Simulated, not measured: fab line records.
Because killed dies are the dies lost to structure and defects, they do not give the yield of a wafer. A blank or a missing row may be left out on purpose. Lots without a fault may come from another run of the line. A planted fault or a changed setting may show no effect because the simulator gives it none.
Matching of chambers -- flow nand-harc -- NHARC_A_STAIRCASE_ETCH_169 on rie-diel-12 has 4 sister chambers
The step etches the open film in CH3F/O2, target depth 50 nm, time 107.1 s. 20 wafers are shown with their chamber, then 10 later ones without.

## WAFERS, EACH WITH ITS CHAMBER
wafer,chamber,showerhead-plenum-p-Torr (Torr),drypump-motor-current-A (A),rf-vpp-V (V)
L074.1,2,2.53,5.66,245.5
L074.2,1,2.50,5.84,244.2
L074.5,2,2.53,5.67,246.0
L075.4,2,2.53,5.65,244.9
L075.5,0,2.49,5.70,243.3
L075.6,3,2.28,5.91,242.9
L078.4,2,2.53,5.67,244.4
L078.5,0,2.48,5.72,244.2
L078.6,3,2.28,5.88,241.9
L081.2,2,2.53,5.62,244.9
L081.3,3,2.28,5.89,242.1
L081.6,0,2.48,5.68,244.4
L080.3,1,2.49,5.88,245.0
L080.4,2,2.53,5.67,245.9
L080.6,3,2.28,5.88,241.8
L090.1,0,2.47,5.70,246.7
L090.2,2,2.51,5.67,244.3
L090.5,0,2.47,5.70,246.1
L091.2,2,2.51,5.64,242.8
L091.4,1,2.48,5.89,244.4

SIGNATURES (means of the wafers above)
reading,chamber 0,chamber 1,chamber 2,chamber 3,scatter within a chamber
showerhead-plenum-p-Torr,2.4780,2.4900,2.5250,2.2800,0.00822
drypump-motor-current-A,5.7000,5.8700,5.6562,5.8900,0.018
rf-vpp-V,244.940,244.533,244.838,242.175,1.02
Rule: a wafer lies at a distance from a chamber equal to the root of the sum of squares, over the readings, of (its reading less the chamber's mean, divided by the reading's scatter). If the next closest chamber is less than 2 further off than the closest, the wafer can't be placed; otherwise it belongs to the closest. How the scatter is found: for the shown wafers, subtract from each reading the mean of its chamber, square and add these, divide the total by (wafers less chambers), then take the root.

## WAFERS MISSING THEIR CHAMBER
wafer,showerhead-plenum-p-Torr (Torr),drypump-motor-current-A (A),rf-vpp-V (V)
L091.5,2.48,5.85,245.0
L095.2,2.51,5.64,245.6
L095.4,2.46,5.72,245.5
L095.6,2.51,5.66,246.8
L096.2,2.50,5.68,245.6
L096.4,2.64,5.89,246.2
L096.6,2.50,5.67,245.6
L097.4,2.64,5.90,246.5
L097.5,2.46,5.69,244.1
L097.6,2.50,5.66,243.5

## WHICH CHAMBER EACH WENT THROUGH
wafer,from the rows above,in truth
L091.5,1,1
L095.2,2,2
L095.4,0,0
L095.6,2,2
L096.2,can't be placed: 0 or 2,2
L096.4,can't be placed: 1 or 2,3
L096.6,can't be placed: 0 or 2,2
L097.4,can't be placed: 1 or 2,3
L097.5,0,0
L097.6,can't be placed: 2 or 0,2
Placed correctly: 5 of 10. Can't be placed from these rows: 5 (the true chamber is among the candidates in 3). Number placed wrongly: 0.
